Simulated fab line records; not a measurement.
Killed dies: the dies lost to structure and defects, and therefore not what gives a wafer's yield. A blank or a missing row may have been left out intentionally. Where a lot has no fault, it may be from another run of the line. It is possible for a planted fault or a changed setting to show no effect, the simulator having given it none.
The same fault as seen by 2 desks ; flow n5Finfet ; what lay behind the numbers comes last; until then each desk has only its own

## THE METROLOGY DESK
What the gauges read for every lot (on any tool): the sampled wafers with a number, averaged. The brackets show how far a lot's mean lies from the usual mean; more than 4 standard deviations puts the lot out of limits, marked OUT. Readings shown: 7 of its 10, picked as those furthest out on some lot.
Columns: A = DIBL_P at N5_BEOL_M4_RC_MEAS_101, usual 36.3 mV/V; B = IOFF_N at N5_BEOL_M4_RC_MEAS_101, usual 0.16 nA/um; C = IOFF_P at N5_BEOL_M4_RC_MEAS_101, usual 0.21 nA/um; D = ION_N at N5_BEOL_M4_RC_MEAS_101, usual 678 uA/um; E = ION_P at N5_BEOL_M4_RC_MEAS_101, usual 465 uA/um; F = VT_N at N5_BEOL_M4_RC_MEAS_101, usual 249 mV; G = VT_P at N5_BEOL_M4_RC_MEAS_101, usual -250.0 mV
lot;first seen here;A;B;C;D;E;F;G
L282;day 8 10:25;36.9;0.19;0.25;684;471;245;-247.7
L284;day 8 13:13;32.2;0.11;0.17;656;455;255;-252.9
L287;day 9 06:28;37.0;0.16;0.21;681;467;249;-249.2
L289;day 10 17:14;38.7;0.17;0.19;673;454;251;-253.6
L292;day 11 15:52;35.2;0.15;0.22;669;462;251;-249.1
L293;day 11 16:26;40.2;0.24;0.30;701;480;244;-246.4
L295;day 12 04:50;36.4;0.18;0.23;680;467;249;-247.6
L297;day 12 19:57;34.1;0.13;0.16;668;456;250;-255.4
Finding of this desk: none of the 8 lots has anything out of limits.

## AT THE TOOL OWNER'S DESK: rieSi-02
The tool's own readings at N5_BEOL_M0_SAQP_MANDREL_ETCH_103 (etches a-Si in HBr/Cl2, stops on SiCN, target depth 45 nm, bt time 10 s, time 27 s): means of the sampled wafers that have a number, for each lot that ran on this tool. The brackets show how far a lot's mean lies from the usual mean; more than 4 standard deviations puts the lot out of limits, marked OUT.
Columns: A = chamberPressureMTorr at N5_BEOL_M0_SAQP_MANDREL_ETCH_103, usual 9.999 mTorr; B = drypumpMotorCurrentA at N5_BEOL_M0_SAQP_MANDREL_ETCH_103, usual 5.7 A; C = oesProductAu at N5_BEOL_M0_SAQP_MANDREL_ETCH_103, usual 0.680 a.u.; D = throttleValvePct at N5_BEOL_M0_SAQP_MANDREL_ETCH_103, usual 35.55 %
lot;first seen here;A;B;C;D
L289;day 7 13:47;10.004;5.8;0.677;35.50
L292;day 8 08:32;9.999;5.9;0.673;35.67
L293;day 8 15:13;9.997;5.8;0.673;35.53
L297;day 9 14:30;9.996;5.7;0.667;35.62
Finding of this desk: none of the 4 lots has anything out of limits.

## PUT TOGETHER
From the metrology desk's view, nothing was out of limits.
Nothing out of limits was seen by the tool owner's desk.

## WHAT THE SIMULATOR HAD PUT IN
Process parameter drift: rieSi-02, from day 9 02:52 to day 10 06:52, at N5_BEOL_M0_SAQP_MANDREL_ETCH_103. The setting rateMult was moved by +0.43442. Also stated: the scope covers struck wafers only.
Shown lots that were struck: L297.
